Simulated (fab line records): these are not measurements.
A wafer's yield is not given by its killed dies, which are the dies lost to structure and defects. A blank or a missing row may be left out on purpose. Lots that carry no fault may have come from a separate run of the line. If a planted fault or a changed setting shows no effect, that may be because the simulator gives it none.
Which of the tools did it?    flow nand harc    13 lots, 39 wafers sampled, at 5 steps of a route of 1159

== WHAT THE GAUGES READ, wafer by wafer ==
NHARC_THIN_TSV_CD_MEAS_16.
lot   measured      on         cd nm (nm)
L505  day 18 13:59  cd sem-01  1000.2 1000.0 999.4
L508  day 19 05:44  cd sem-03  1000.6 999.2 999.8
L506  day 19 04:44  cd sem-03  999.0 999.3 1000.8
L510  day 19 08:40  cd sem-03  998.4 995.6 997.2
L511  day 20 01:02  cd sem-03  1000.5 999.6 999.9
L512  day 20 00:05  cd sem-01  1001.7 1001.1 1004.6
L517  day 21 23:05  cd sem-02  998.3 996.3 997.4
L521  day 22 15:35  cd sem-02  1002.5 1002.3 1000.4
L522  day 23 06:40  cd sem-03  1001.2 997.2 1001.0
L524  day 23 05:27  cd sem-01  1001.4 1001.9 998.5
L526  day 23 14:14  cd sem-02  998.9 1002.2 999.5
L528  day 24 05:16  cd sem-02  997.7 1000.8 1000.0
L527  day 24 17:16  cd sem-02  997.0 998.6 997.0

NHARC_THIN_TSV_CD_MEAS_33: target cd 5000 nm.
lot   measured      on         cd nm (nm)
L505  day 18 19:00  cd sem-01  4998.1 5000.9 4998.3
L508  day 19 10:51  cd sem-03  5003.5 5004.2 5005.1
L506  day 19 09:44  cd sem-01  5002.0 5000.0 5000.9
L510  day 19 14:06  cd sem-03  5001.3 5000.3 4999.9
L511  day 20 06:38  cd sem-03  5002.1 5000.5 4998.1
L512  day 20 05:20  cd sem-01  4997.9 4998.8 4997.0
L517  day 22 04:08  cd sem-01  5000.7 4999.0 5001.1
L521  day 22 20:47  cd sem-01  5002.3 5000.3 5000.7
L522  day 23 11:40  cd sem-03  5004.4 5002.0 5001.3
L524  day 23 10:25  cd sem-01  5004.3 5000.0 5002.8
L526  day 23 20:10  cd sem-03  5000.7 5001.6 5000.7
L528  day 24 10:16  cd sem-02  5003.4 5005.1 4999.1
L527  day 24 22:18  cd sem-02  4999.2 5000.4 4996.4

NHARC_END_SORT_01.
lot   measured      on         killed at array  killed at other  killed at periphery  killed dies  killed open  killed short
L517  day 22 14:36  prober-02  81 55 91         1 1 0            2 2 6                84 58 97     7 4 3        1 1 1
L521  day 23 12:23  prober-02  37 45            1 0              7 6                  45 51        7 2          4 2
L522  day 24 03:52  prober-01  48 46            1 0              8 5                  57 51        7 3          1 0

== WHICH TOOL RAN EACH LOT (tool, then ch and the chambers of the sampled wafers, then the start) ==
lot   NHARC_A_WL_FILL_ETCHBACK_04        NHARC_THIN_TSV_ETCH_15
L505  rie metal-02 ch 0,1, day 15 00:38  rie si-02 ch 0,1,3, day 18 13:51
L508  rie metal-01 ch 0,1, day 15 09:41  rie si-02 ch 1,3, day 19 05:37
L506  rie metal-02 ch 0,1, day 15 12:34  rie si-01 ch 0,1,3, day 19 04:35
L510  rie metal-03 ch 0,1, day 16 00:37  rie si-02 ch 0,1,2, day 19 08:31
L511  rie metal-01 ch 0,1, day 16 12:23  rie si-06 ch 0,2, day 20 00:53
L512  rie metal-02 ch 0,1, day 16 15:13  rie si-02 ch 0,1, day 19 23:57
L517  rie metal-03 ch 0,1, day 18 07:20  rie si-01 ch 1,2,3, day 21 22:56
L521  rie metal-02 ch 1, day 18 20:27    rie si-01 ch 0,2, day 22 15:27
L522  rie metal-01 ch 0,1, day 19 10:20  rie si-01 ch 1,2,3, day 23 06:31
L524  rie metal-02 ch 0, day 19 15:49    rie si-06 ch 0,1,3, day 23 05:19
L526  rie metal-01 ch 0,1, day 20 05:11  rie si-02 ch 1,2,3, day 23 14:05
L528  rie metal-02 ch 0, day 20 17:07    rie si-01 ch 1,3, day 24 05:08
L527  rie metal-03 ch 0,1, day 20 20:57  rie si-01 ch 0,1,2, day 24 17:08
- NHARC_A_WL_FILL_ETCHBACK_04: etches the open film in NF3, target depth 60 nm, time 120 s.
- NHARC_THIN_TSV_ETCH_15: target depth 3000 nm, bosch target overetch cycles 2, bosch etch step 2.8 s.

== AS READ BY THE TOOLS THEMSELVES (means over the sampled wafers that have a number; for cases with no such wafer, the mark the record gives instead) ==
NHARC_A_WL_FILL_ETCHBACK_04.
lot   tool          drypump motor current A (A)  he backside leak sccm (sccm)  oes product au (a.u.)
L505  rie metal-02  5.78                         3.4                           1.000
L508  rie metal-01  5.41                         3.4                           1.001
L506  rie metal-02  5.79                         3.4                           0.998
L510  rie metal-03  5.88                         3.3                           0.994
L511  rie metal-01  5.42                         3.4                           1.008
L512  rie metal-02  5.92                         3.3                           0.994
L517  rie metal-03  5.82                         3.1                           0.994
L521  rie metal-02  6.02                         2.9                           0.994
L522  rie metal-01  5.40                         3.3                           1.002
L524  rie metal-02  5.66                         3.5                           0.995
L526  rie metal-01  5.42                         3.4                           1.017
L528  rie metal-02  5.66                         3.4                           0.989
L527  rie metal-03  5.82                         3.2                           0.992

NHARC_THIN_TSV_ETCH_15.
lot   tool       drypump motor current A (A)  he backside leak sccm (sccm)
L505  rie si-02  6.1                          2.75
L508  rie si-02  6.0                          2.91
L506  rie si-01  6.1                          2.72
L510  rie si-02  6.1                          2.81
L511  rie si-06  6.3                          2.50
L512  rie si-02  6.3                          2.50
L517  rie si-01  5.6                          2.85
L521  rie si-01  5.1                          2.93
L522  rie si-01  5.6                          2.97
L524  rie si-06  6.3                          2.61
L526  rie si-02  6.1                          2.74
L528  rie si-01  5.9                          3.06
L527  rie si-01  5.7                          2.95

== THE ANSWER, worked out from the rows above alone ==
Rule: usual is defined by the lots themselves. Put in order of their means at a reading, lots are off if they are a third of the lots or fewer, leave a main group of 4 or more, and stand apart from it by a gap of 3 or more times the standard deviation of the main group's means; of several such gaps the widest counts. If all means in a main group match to the digits the tables above print for the reading, that group is not used. Also off: a lot with no number at a reading for which 4 or more lots have one. All remaining lots with rows at the step are treated as sound. Order of review: gauges by route order, followed by the tools' own readings, for which a lot's mean as printed above is used. At the first step where some lot is off, the reading lying furthest off is the one used; lots without a number count as furthest.
Nothing can be told from this: no lot is off at any reading shown.

== WHAT HAD BEEN PUT IN BY THE SIMULATOR ==
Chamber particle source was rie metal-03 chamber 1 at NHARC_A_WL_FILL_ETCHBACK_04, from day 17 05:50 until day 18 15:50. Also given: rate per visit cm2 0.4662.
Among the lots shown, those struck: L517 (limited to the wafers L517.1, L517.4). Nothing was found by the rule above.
